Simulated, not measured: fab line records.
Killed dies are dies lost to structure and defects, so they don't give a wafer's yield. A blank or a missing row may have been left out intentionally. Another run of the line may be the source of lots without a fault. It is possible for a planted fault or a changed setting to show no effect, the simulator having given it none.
Which tool was responsible? | flow nandHarc | 14 lots with 40 wafers sampled at 5 steps, on a route of 1302 steps

== WHAT THE GAUGES READ, wafer by wafer ==
NHARC_A_DECK1_JOINT_THK_MEAS_14: measures by ellipsometry.
lot  | measured     | on           | thkNm (nm)
L727 | day 11 02:44 | filmMetro-02 | 52.3 51.6 52.6
L728 | day 12 01:05 | filmMetro-02 | 51.3 51.9 49.9
L730 | day 12 10:20 | filmMetro-02 | 51.9 50.0 53.0
L729 | day 12 10:20 | filmMetro-01 | 49.0 50.6 49.4
L731 | day 13 01:46 | filmMetro-02 | 52.1 51.0 53.1
L732 | day 13 01:46 | filmMetro-01 | 50.6 50.0 51.7
L733 | day 13 11:39 | filmMetro-01 | 51.0 49.7 51.7
L734 | day 14 11:29 | filmMetro-02 | 50.8 50.6 51.6
L735 | day 14 11:29 | filmMetro-01 | 52.4 47.9 52.8
L737 | day 15 17:30 | filmMetro-01 | 51.5 50.1 49.6
L741 | day 17 10:55 | filmMetro-02 | 53.5 50.4
L744 | day 18 04:14 | filmMetro-02 | 51.9 53.0
L748 | day 20 01:55 | filmMetro-01 | 50.0 51.7 51.2
L749 | day 20 13:01 | filmMetro-01 | 51.4 53.3 54.1

NHARC_A_ONON_D2_THK_MEAS_18: measures by ellipsometry.
lot  | measured     | on           | thkNm (nm)
L727 | day 12 17:07 | filmMetro-02 | 1007 1007 1008
L728 | day 13 16:21 | filmMetro-01 | 1006 1006 1006
L730 | day 14 01:06 | filmMetro-01 | 991 988 990
L729 | day 14 01:06 | filmMetro-02 | 1005 1003 1002
L731 | day 14 14:18 | filmMetro-02 | 1020 1017 1018
L732 | day 14 14:18 | filmMetro-01 | 1007 1006 1006
L733 | day 14 19:43 | filmMetro-01 | 996 993 993
L734 | day 15 21:44 | filmMetro-02 | 1002 1002 1002
L735 | day 15 21:44 | filmMetro-01 | 993 993 994
L737 | day 17 04:29 | filmMetro-02 | 1013 1013 1014
L741 | day 18 22:43 | filmMetro-01 | 1003 1000
L744 | day 19 13:46 | filmMetro-02 | 1005 1006
L748 | day 21 14:32 | filmMetro-01 | 1000 998 1001
L749 | day 22 04:47 | filmMetro-01 | 988 987 986

NHARC_A_ONON_D2_THK_MEAS_21: measures by ellipsometry.
lot  | measured     | on           | thkNm (nm)
L727 | day 12 17:43 | filmMetro-01 | 981 981 980
L728 | day 13 16:56 | filmMetro-02 | 999 1000 1001
L730 | day 14 01:40 | filmMetro-01 | 990 989 990
L729 | day 14 01:40 | filmMetro-02 | 989 988 990
L731 | day 14 14:54 | filmMetro-01 | 997 998 998
L732 | day 14 14:52 | filmMetro-02 | 1007 1008 1005
L733 | day 14 20:17 | filmMetro-02 | 1000 1001 1000
L734 | day 15 22:18 | filmMetro-02 | 993 995 994
L735 | day 15 22:19 | filmMetro-01 | 984 982 981
L737 | day 17 05:04 | filmMetro-02 | 1014 1015 1014
L741 | day 18 23:17 | filmMetro-01 | 1078 987
L744 | day 19 14:20 | filmMetro-02 | 1008 1099
L748 | day 21 15:06 | filmMetro-01 | 995 995 996
L749 | day 22 05:21 | filmMetro-02 | 1012 1010 1011

== WHICH TOOL RAN EACH LOT (tool, then ch and the chambers of the sampled wafers, then the start) ==
lot  | NHARC_A_CHANNEL_FILL_D1_CMP_10 | NHARC_A_ONON_D2_DEP_19
L727 | cmp-04 ch 1,2, day 10 15:40    | pecvdOnon-02 ch 0, day 12 17:21
L728 | cmp-01 ch 0,1,2, day 11 11:02  | pecvdOnon-03 ch 0, day 13 16:31
L730 | cmp-04 ch 0,1, day 11 23:19    | pecvdOnon-02 ch 0, day 14 01:16
L729 | cmp-01 ch 0,2,3, day 11 23:19  | pecvdOnon-01 ch 0, day 14 01:10
L731 | cmp-01 ch 0,2,3, day 12 14:47  | pecvdOnon-02 ch 0, day 14 14:29
L732 | cmp-04 ch 0,1,2, day 12 14:49  | pecvdOnon-01 ch 0, day 14 14:25
L733 | cmp-01 ch 0,1,2, day 13 00:50  | pecvdOnon-03 ch 0, day 14 19:46
L734 | cmp-01 ch 0,2,3, day 14 00:12  | pecvdOnon-01 ch 0, day 15 21:47
L735 | cmp-03 ch 0,1,2, day 14 00:13  | pecvdOnon-03 ch 0, day 15 21:55
L737 | cmp-04 ch 1,2,3, day 15 03:35  | pecvdOnon-01 ch 0, day 17 04:37
L741 | cmp-04 ch 1,2, day 16 23:53    | pecvdOnon-01 ch 0, day 18 22:56
L744 | cmp-03 ch 0,1, day 17 17:16    | pecvdOnon-01 ch 0, day 19 13:53
L748 | cmp-03 ch 2,3, day 19 14:55    | pecvdOnon-02 ch 0, day 21 14:35
L749 | cmp-04 ch 2,3, day 20 02:10    | pecvdOnon-03 ch 0, day 22 04:53
- NHARC_A_CHANNEL_FILL_D1_CMP_10: polishes, target thk 150 nm.
- NHARC_A_ONON_D2_DEP_19: target thk 1000 nm.

== WHAT THE TOOLS THEMSELVES READ (means of the sampled wafers that have a number; where no wafer has one, the mark that the record gives instead) ==
NHARC_A_CHANNEL_FILL_D1_CMP_10.
lot  | tool   | motorCurrentA (A) | timeToEndpointS (s)
L727 | cmp-04 | 13.1              | 11.7
L728 | cmp-01 | 11.7              | 14.2
L730 | cmp-04 | 12.7              | 16.2
L729 | cmp-01 | 13.0              | 15.1
L731 | cmp-01 | 12.6              | 13.3
L732 | cmp-04 | 12.8              | 15.3
L733 | cmp-01 | 12.2              | 14.5
L734 | cmp-01 | 13.3              | 14.1
L735 | cmp-03 | 12.3              | 16.3
L737 | cmp-04 | 12.5              | 15.1
L741 | cmp-04 | 12.3              | 15.6
L744 | cmp-03 | 11.2              | 15.8
L748 | cmp-03 | 14.0              | 11.9
L749 | cmp-04 | 13.1              | 13.5

== THE ANSWER, worked out from the rows above alone ==
Rule: usual is defined by the lots themselves. The widest of any qualifying gaps counts: lots, ordered by their means at a reading, are off when they make up no more than a third of the lots, leave a main group of 4 or more, and stand apart from it by 3 or more times the standard deviation of that group's means. A main group whose means are all the same, to the digits that the tables above print for the reading, isn't used. A lot without any number at a reading at which 4 lots or more have one is off too. Any other lot the step has rows for is counted as sound. The gauges are gone through in route order, then the tools' own readings, and for those a lot's mean is taken as printed above. At the first step where some lot is off, the reading lying furthest off is the one used; lots without a number count as furthest.
Across all readings shown, no lot is off: no conclusion can be drawn from this.

== WHAT THE SIMULATOR HAD INSERTED ==
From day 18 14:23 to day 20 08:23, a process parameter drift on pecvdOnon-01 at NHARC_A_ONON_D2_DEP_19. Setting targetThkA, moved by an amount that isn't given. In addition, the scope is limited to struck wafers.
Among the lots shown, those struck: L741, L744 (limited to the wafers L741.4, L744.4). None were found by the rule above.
